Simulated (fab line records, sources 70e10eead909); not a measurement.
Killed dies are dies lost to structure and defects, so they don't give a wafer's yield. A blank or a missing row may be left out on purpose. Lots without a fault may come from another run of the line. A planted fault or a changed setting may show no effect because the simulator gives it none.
fab line records | flow nand_harc
record lots=4 wafers=12 last_day=20
route steps=1159 shown A_ONON_D1@426 A_CHANNEL_HOLE_D1@450 END@1159
lots that met no fault: from a run of the same line without faults
start_h: hours from the record's first day to the start of the lot's first wafer shown | wait_h: hours since the lot's step before | " the same as in the row above | L1.1+2: a row that stands for several wafers | - no value, or no start given | * or withheld: withheld | < > ~ a bound
route shown NAME@n: a module of which the file shows steps, and the number in the route of the first | usual: mean/standard deviation of fault-free wafers | same: alike in all rows | chamber/n: place in a boat | sites: the reading at each site | _std_site: their standard deviation | _edge_site: outer sites' mean less inner sites' | radius_mm: how far each site lies from the wafer's centre | mask NAME#n: copy n | behind: the tool/chamber that last shaped the wafer | hold: why the lot was held/for how many hours/how that ended | device: the transistor (n, p or np) that didn't switch | end of line: the same wafers' tests at the end of the route | a step without rows: its recipe alone | killed: dies lost to structure and defects at the first sort, not the wafer's yield | map: a wafer's dies, x killed, . not, _ none there
set.NAME: the setting as run; set.NAME@STEP: as run at that earlier step | model.NAME: the simulator's own value behind a step, which no gauge read
lots at some steps of the route; a table a step, a row a wafer
services: from which hour (start_h, from the record's first day; less than 0 if before it) a tool's chamber was out of use, for how many hours, and why
## steps
# step NHARC_A_ONON_D1_DEP_03
# recipe target_thk_a=10000 n2_flow_sccm=2750 n2o_flow_sccm=2000 nh3_flow_sccm=500 sih4_flow_sccm=210 temp_c=400
# step NHARC_A_ONON_D1_DEP_06
# recipe target_thk_a=10000 n2_flow_sccm=2750 n2o_flow_sccm=2000 nh3_flow_sccm=500 sih4_flow_sccm=210 temp_c=400
# step NHARC_A_ONON_D1_DEP_09
# recipe target_thk_a=10000 n2_flow_sccm=2750 n2o_flow_sccm=2000 nh3_flow_sccm=500 sih4_flow_sccm=210 temp_c=400
# step NHARC_A_ONON_D1_DEP_12
# recipe target_thk_a=10000 n2_flow_sccm=2750 n2o_flow_sccm=2000 nh3_flow_sccm=500 sih4_flow_sccm=210 temp_c=400
# step NHARC_A_ONON_D1_ANNEAL_15
# recipe temp_c=750 time_s=3600
# step NHARC_A_ONON_D1_DEP_16
# recipe target_thk_a=10000 n2_flow_sccm=2750 n2o_flow_sccm=2000 nh3_flow_sccm=500 sih4_flow_sccm=210 temp_c=400
# step NHARC_A_ONON_D1_DEP_19
# recipe target_thk_a=10000 n2_flow_sccm=2750 n2o_flow_sccm=2000 nh3_flow_sccm=500 sih4_flow_sccm=210 temp_c=400
# usual n2_flow_sccm=2747/7.9 sih4_flow_sccm=210.2/0.65
# columns lot.wafer tool chamber start_h wait_h n2_flow_sccm sih4_flow_sccm
L279.1 pecvd_onon-03 0 166.47 0.1 2759 210.0
L279.2 " 0 " " 2749 209.7
L279.3 " 0 " " 2755 210.7
L282.3 pecvd_onon-02 0 182.72 0.2 2757 209.7
L282.4 " 0 " " 2747 210.9
L282.5 " 0 " " 2751 209.9
L283.3 pecvd_onon-02 0 195.00 0.2 2733 210.7
L283.4 " 0 " " 2737 210.1
L283.6 " 0 " " 2735 210.1
L286.1 pecvd_onon-02 0 220.35 0.1 2749 209.8
L286.3 " 0 " " 2753 208.5
L286.5 " 0 " " 2753 209.2
# step NHARC_A_ONON_D1_DEP_22
# recipe target_thk_a=10000 n2_flow_sccm=2750 n2o_flow_sccm=2000 nh3_flow_sccm=500 sih4_flow_sccm=210 temp_c=400
# step NHARC_A_ONON_D1_DEP_25
# recipe target_thk_a=10000 n2_flow_sccm=2750 n2o_flow_sccm=2000 nh3_flow_sccm=500 sih4_flow_sccm=210 temp_c=400
# step NHARC_A_ONON_D1_DEP_28
# recipe target_thk_a=10000 n2_flow_sccm=2750 n2o_flow_sccm=2000 nh3_flow_sccm=500 sih4_flow_sccm=210 temp_c=400
# step NHARC_A_ONON_D1_DEP_33
# recipe target_thk_a=2000 temp_c=400 pressure_torr=6.5 rf_w=900 teos_flow_sccm=161.4 flow_sccm=2650 target_thk_nm=200 gas=O2 material=SiO2
# step NHARC_A_CHANNEL_HOLE_D1_DEP_00
# recipe target_thk_a=31000 temp_c=400 material=aC
# step NHARC_A_CHANNEL_HOLE_D1_DEP_01
# recipe target_thk_a=1400 target_thk_nm=140 temp_c=400 pressure_torr=3.5 flow_sccm=200 rf_w=350 material=SiON
# step NHARC_A_CHANNEL_HOLE_D1_DEHYDRATE_02
# recipe temp_c=150 time_s=120
# step NHARC_A_CHANNEL_HOLE_D1_HMDS_03
# recipe time_s=30
# step NHARC_A_CHANNEL_HOLE_D1_COAT_36
# recipe temp_c=260 time_s=75
# step NHARC_A_CHANNEL_HOLE_D1_COAT_37
# recipe temp_c=225 time_s=65
# step NHARC_A_CHANNEL_HOLE_D1_COAT_04
# recipe spin_rpm=1500 resist_thk_nm=90
# step NHARC_A_CHANNEL_HOLE_D1_SOFTBAKE_05
# recipe temp_c=105 time_s=55
# step NHARC_A_CHANNEL_HOLE_D1_EBR_06
# step NHARC_A_CHANNEL_HOLE_D1_EXPOSE_07
# recipe na=1.35 target_cd_nm=100 sigma_outer=0.3 dose_mj=59.65 mask_id=HOLE_D1
# step NHARC_A_CHANNEL_HOLE_D1_PEB_08
# recipe peb_temp_c=100 peb_time_s=65
# step NHARC_A_CHANNEL_HOLE_D1_DEVELOP_09
# recipe develop_time_s=35 dev_temp_c=23
# step NHARC_A_CHANNEL_HOLE_D1_DESCUM_15
# recipe time_s=3 o2_flow_sccm=200 ar_flow_sccm=0 bias_power_w=0 chemistry=O2
# step NHARC_A_CHANNEL_HOLE_D1_ETCH_38
# recipe target_depth_a=390 over_etch_frac=0.3 time_s=65 ion_energy_ev=80 cf4_flow_sccm=150 ar_flow_sccm=0 rf_w=300 bias_w=100 chemistry=CF4
# step NHARC_A_CHANNEL_HOLE_D1_ETCH_39
# recipe target_depth_a=2600 over_etch_frac=0.3 time_s=325 ion_energy_ev=200 n2_flow_sccm=150 h2_flow_sccm=150 ar_flow_sccm=0 rf_w=400 bias_w=150 chemistry=N2/H2
# step NHARC_END_SORT_01
# recipe temp_c=25
# usual killed_at_array=27/11 killed_at_other=0.8/1.1 killed_at_periphery=2.8/1.9 killed_dies=30/11 killed_open=3.3/1.8 killed_short=2.3/1.5
# same gross_dies=677
# columns lot.wafer tool chamber start_h wait_h killed_at_array killed_at_other killed_at_periphery killed_dies killed_open killed_short
L283.3 prober-02 0 462.52 3.1 136 0 2 138 3 4
L283.4 prober-02 0 463.33 3.4 117 0 1 118 3 0
L283.6 prober-02 0 464.93 4.0 127 0 2 129 4 1
L286.1 prober-01 0 481.74 2.5 105 1 4 110 7 2
L286.3 prober-01 0 483.34 3.1 114 0 2 116 3 5
L286.5 prober-01 0 484.94 3.7 119 0 1 120 1 3
# killed by level:class
L283.3 A_ONON_D1:unspecified=96 A_CHANNEL_HOLE_D1:chamber_film_flake=12 A_SLIT:chamber_film_flake=10 A_STAIRCASE:chamber_film_flake=6 A_CONTACT:chamber_film_flake=6 P_CONTACT:geometric_particle:short=1 A_ONON_D1:geometric_particle:short=1 A_CHANNEL_FILL_D1:geometric_particle:short=1
L283.4 A_ONON_D1:unspecified=92 A_CHANNEL_HOLE_D1:chamber_film_flake=8 A_STAIRCASE:chamber_film_flake=4 A_SLIT:chamber_film_flake=4 A_CONTACT:chamber_film_flake=4 A_ZERO_WELL:chamber_film_flake=2 A_ONON_D1:geometric_particle:open=1 A_BLC:geometric_particle:open=1
L283.6 A_ONON_D1:unspecified=95 A_CHANNEL_HOLE_D1:chamber_film_flake=13 A_SLIT:chamber_film_flake=7 A_STAIRCASE:chamber_film_flake=4 A_CONTACT:chamber_film_flake=4 A_M0:geometric_particle:open=2 P_CONTACT:geometric_particle:open=1 A_ONON_D1:geometric_particle:open=1
L286.1 A_ONON_D1:unspecified=96 A_CONTACT:chamber_film_flake=3 A_CONTACT:geometric_particle:open=2 A_BLC:geometric_particle:open=2 P_CONTACT:geometric_particle:open=1 P_M0:geometric_particle:short=1 P_M2:geometric_particle:open=1 A_WL_FILL:geometric_particle:short=1
L286.3 A_ONON_D1:unspecified=97 A_CHANNEL_HOLE_D1:chamber_film_flake=5 A_CHANNEL_FILL_D1:geometric_particle:open=2 A_CHANNEL_FILL_D1:chamber_film_flake=2 A_CONTACT:chamber_film_flake=2 P_CONTACT:geometric_particle:short=1 P_M1:geometric_particle:open=1 A_ONON_D1:geometric_particle:short=1
L286.5 A_ONON_D1:unspecified=108 A_CONTACT:chamber_film_flake=5 A_CHANNEL_HOLE_D1:chamber_film_flake=2 P_M0:geometric_particle:short=1 A_ONON_D1:geometric_particle:short=1 A_CHANNEL_FILL_D1:geometric_particle:short=1 A_CHANNEL_FILL_D1:geometric_particle:open=1 A_STAIRCASE:chamber_film_flake=1
# map L283.3 (x killed, . not)
____________.____________
_________......._________
_______.....x....._______
______.x...........______
_____x..x....x......_____
____..x........x..x..____
____.......x..x......____
___...................___
___...................___
__.......x.............__
__..x.xx.x.............__
_.....xxx..............._
_...x...xx.............._
_......x.x.............._
_......................._
_.............x...x....._
..................x..x...
..xx.............xxxx....
....x..........xxxxxx....
.x.............xxxxxxxx.x
...............xxxxxxxx..
_..xx.........xxxxxxxxx._
_..x.x........xxxxxxxxxx_
_x.............xxxxxxxxx_
_...xx.........xxxxxxxx._
_.....x........xxxxxxx.x_
__.............xxxxxxxx__
__..............xxxxxxx__
___.............xxxxxx___
___...............x...___
____.................____
____...............x.____
_____.....x.......xx_____
______..x..........______
_______..........._______
_________...x..._________
____________.____________
# map L286.5 (x killed, . not)
____________.____________
_________......._________
_______..........._______
______.............______
_____..............._____
____.................____
____.................____
___...................___
___.....x.............___
__.....................__
__.....................__
_....x.x................_
_........x.............._
_.............x........._
_......................._
_......................._
.................x.x.....
...............xx.xx..x..
..............x.xxxxxxx..
..............x.xxxxxxx..
....x...........xxxxxxxxx
_..........x...xxxxxxxxx_
_.............xxxxxxxxxx_
_.............xxxxxxxxx._
_.............xxxxxxxxx._
_.............xxxxxxxxxx_
__.....x.x.....xxxxxxxx__
__.......x......xxxxxxx__
___...........x.xxxxxx___
___.............xxxx.x___
____...............x.____
____x.............x..____
_____..x............_____
______.............______
_______..........._______
_________......._________
____________.____________
## services
# columns tool chamber start_h hours kind
pecvd_onon-03 - 153.12 13.0 pm
## key
first_sign step=NHARC_END_SORT_01 reading=killed_at_array direction=up sigmas=8.5 usual=27 struck=120
effect step=NHARC_END_SORT_01 reading=killed_dies direction=up sigmas=8.3 usual=30 struck=122
more_kills_born_at NHARC_A_ONON_D1_DEP_19@pecvd_onon-02=584
met_at NHARC_A_ONON_D1_DEP_19
struck_wafers L283.3,L283.4,L283.6,L286.1,L286.3,L286.5
tester_left_out L283,L286
onset_between 182.72 195.00
also_fits time
fault kind=chamber_particle_source tool=pecvd_onon-02 chamber=- onset_h=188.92 steps=NHARC_A_ONON_D1_DEP_19 rate_per_visit_cm2=1.3743 end_h=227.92
# tester_left_out: of these lots the tester's yield and bins aren't shown, on N5 and GAA mostly nor the transistor test; their killed dies are dies lost to structure and defects alone, not to doping, threshold or leakage, so they don't give the yield
